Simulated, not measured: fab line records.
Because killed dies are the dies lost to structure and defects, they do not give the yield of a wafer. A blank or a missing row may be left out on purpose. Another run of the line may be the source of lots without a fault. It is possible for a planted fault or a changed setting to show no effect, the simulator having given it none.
A struck lot beside a sound one    flow n5Finfet    40 out of 1938 route steps
Sound: the wafers L564.2, L564.3, L564.4. Struck: wafer L581.4 (left out: L581.1, L581.3 of the same lot, which were not struck); the cause appears at the end.
At each step with rows: each side's tool, then ch and its chambers, then its first start. Under that, the readings that differ: sound wafers    struck wafers    difference of the means    sigmas: that difference in standard deviations of wafers without a fault.
alike: readings whose means differ by less than 2 such deviations, and words and numbers that are the same on both sides. not compared: withheld readings, readings that some wafer has no value for, bounds like >300 that may hide the same value, and numbers for which the record gives no deviation and whose values overlap.
The two part at a step that has a row with sigmas, a row that says differs or no value, or rows on one side only. Numbers that don't overlap but have no deviation are shown without sigmas and don't part them. A reading that every wafer of one side lacks parts them only if that side has two wafers or more.

first, 11 steps without rows for these wafers: N5_FIN_SAQP_STRIP_23 (strips in SPM, time 750 s); N5_FIN_SAQP_SRD_66 (time 30 s); N5_FIN_SAQP_RECESS_75 (chemistry HF/NH3, target SiO2, target depth 14.4 nm, afs cycles 3, sublimation time 60 s); N5_FIN_SAQP_SPACER1_ALD_24 (deposits SiO2, target thk 20.3 nm, pulse time 1 s, purge time 2 s); N5_FIN_SAQP_SPACER1_ETCHBACK_25 (etches SiO2 in CHF3/O2, target depth 24.4 nm, time 12.2 s); N5_FIN_SAQP_MANDREL1_REMOVE_56 (chemistry HBr/Cl2/O2, target a-Si, stops on SiNx, bt time 10 s); N5_FIN_SAQP_ETCH_57 (etches SiNx in CH3F/O2, target depth 32.5 nm, time 46.4 s); N5_FIN_SAQP_ETCH_65 (etches SiO2 in CF4, target depth 4 nm, time 4.4 s); N5_FIN_SAQP_MANDREL_ETCH_58 (etches a-Si in HBr/Cl2, stops on SiNx, target depth 45 nm, bt time 10 s, time 27 s); N5_FIN_SAQP_RECESS_63 (chemistry HF/NH3, target SiO2, target depth 18 nm, afs cycles 3, sublimation time 60 s); N5_FIN_SAQP_COAT_68 (time 60 s, resist thk 100 nm).
N5_FIN_SAQP_ETCH_69: etches SOC in N2/H2, stops on SiNx, target depth 150 nm.
  sound on rieDiel-05 ch 0,2,3, day 2 00:31; struck on rieDiel-05 ch 0, day 6 08:58
reading              sound           struck  difference  sigmas
oesProductAu (a.u.)  0.72 0.68 0.71  0.89    +0.19       +2
rfHoursCounterH (h)  219 239 174     23      -188        
  alike: drypumpMotorCurrentA, rfVppV, showerheadPlenumPTorr, throttleValvePct
then, 14 steps without rows for these wafers: N5_FIN_SAQP_ETCH_67 (etches SiNx in CH3F/O2, target depth 30 nm); N5_FIN_SAQP_STRIP_70 (strips in N2/H2); N5_FIN_SAQP_RECESS_71 (chemistry HF/NH3, target SiO2, target depth 3 nm, afs cycles 1, sublimation time 60 s); N5_FIN_SAQP_SPACER2_ALD_28 (deposits SiO2, target thk 8.1 nm, pulse time 1 s, purge time 2 s); N5_FIN_SAQP_SPACER2_ETCHBACK_29 (etches SiO2 in CHF3/O2, target depth 12.2 nm, time 6.1 s); N5_FIN_SAQP_MANDREL2_REMOVE_60 (chemistry HBr/Cl2/O2, target a-Si, stops on SiNx, bt time 10 s); N5_FIN_SAQP_HM_OPEN_33 (chemistry CH3F/O2, target SiNx, target depth 49.4 nm, time 70.6 s); N5_FIN_SAQP_ETCH_34 (etches SiO2 in C4F6/O2, target depth 45 nm, time 15 s); N5_FIN_SAQP_STRIP_77 (strips in N2/H2, time 90 s); N5_FIN_SAQP_ETCH_64 (etches SiO2 in CF4, target depth 1.5 nm); N5_FIN_SAQP_FIN_ETCH_36 (etches the open film in HBr/Cl2/O2, target depth 120 nm, time 50.4 s); N5_FIN_SAQP_PRECLEAN_38 (cleans in O3/DIW, time 45 s); N5_FIN_SAQP_PRECLEAN_45 (cleans in dHF, time 10 s); N5_FIN_SAQP_SRD_39 (time 30 s).
N5_FIN_SAQP_INSPECT_40: inspects for defects (brightfield).
  sound: defectInspect-01 at day 2 01:58; struck: defectInspect-01 at day 6 10:28
reading         sound        struck  difference  sigmas
rawDefectCount  166 174 313  648     +430        +7
then, 9 steps without rows for these wafers: N5_FIN_CUT_COAT_18 (time 60 s, resist thk 230 nm); N5_FIN_CUT_COAT_19 (time 60 s, resist thk 20 nm); N5_FIN_CUT_COAT_29 (time 60 s, resist thk 10 nm); N5_FIN_CUT_COAT_02 (resist thk 30 nm); N5_FIN_CUT_EBR_04; N5_FIN_CUT_SOFTBAKE_03 (time 60 s); N5_FIN_CUT_EXPOSE_05 (exposes mask FIN CUT); N5_FIN_CUT_PEB_06 (peb time 60 s); N5_FIN_CUT_DEVELOP_07 (develop time 30 s).
N5_FIN_CUT_INSPECT_10: inspects for defects (brightfield).
  sound: defectInspect-02 at day 2 02:21; struck: defectInspect-02 at day 6 10:59
reading         sound     struck  difference  sigmas
rawDefectCount  23 32 55  399     +362        +36
N5_FIN_CUT_INSPECT_17: inspects for defects (brightfield).
  sound: defectInspect-01 at day 2 03:19; struck: defectInspect-02 at day 6 11:59
reading         sound        struck  difference  sigmas
rawDefectCount  171 192 311  589     +364        +6
-- record jumps: 6 days separate the struck wafers' starts on either side; left off in module FIN_CUT, taken up again in module BEOL_M4, whose first shown step is the route's number 1111 --
N5_BEOL_M4_RC_MEAS_101:
  sound on prober-02 ch 0, day 7 19:30; struck on prober-01 ch 0, day 12 19:22
  alike: DIBL_N, DIBL_P, IOFF_N, IOFF_P, ION_N, ION_P, SS_N, SS_P, VT_N, VT_P
-- a jump in the record: the struck wafers' starts before and after are 5 days apart (it breaks off in module BEOL_M4 and resumes in module PASSIVATION, where the first step shown is number 1936 of the route) --
N5_PASSIVATION_PROBE_49:
  sound: prober-02 at day 12 05:48; struck: prober-02 at day 17 13:45
reading                  sound           struck  difference  sigmas
defectLimitedYield (%)   90.5 90.6 91.3  82.9    -7.9        -6
killedAtFrontEnd         47 33 33        149     +111        +10
killedDies               112 111 103     202     +93         +6
sort_bin_5_function (%)  5.9 5.3 5.8     10.7    +5.0        +6
sort_bin_6_memory (%)    3.2 3.8 2.6     4.7     +1.5        +2
sortNPass                1068 1069 1075  978     -93         -3
sortYieldPct (%)         90.5 90.6 91.1  82.9    -7.8        -3
  alike: killed_at_M0_to_M3, killed_at_M4_up, killedAtContacts, killedAtOther, killedOpen, killedShort, sort_bin_4_leakage, sort_bin_8_speed

== WHERE THEY PART ==
At N5_FIN_SAQP_ETCH_69 first; at N5_PASSIVATION_PROBE_49 last (within this record only).

WHY: what the simulator had put in
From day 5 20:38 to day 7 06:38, rieDiel-05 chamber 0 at N5_FIN_SAQP_ETCH_69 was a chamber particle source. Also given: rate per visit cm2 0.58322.
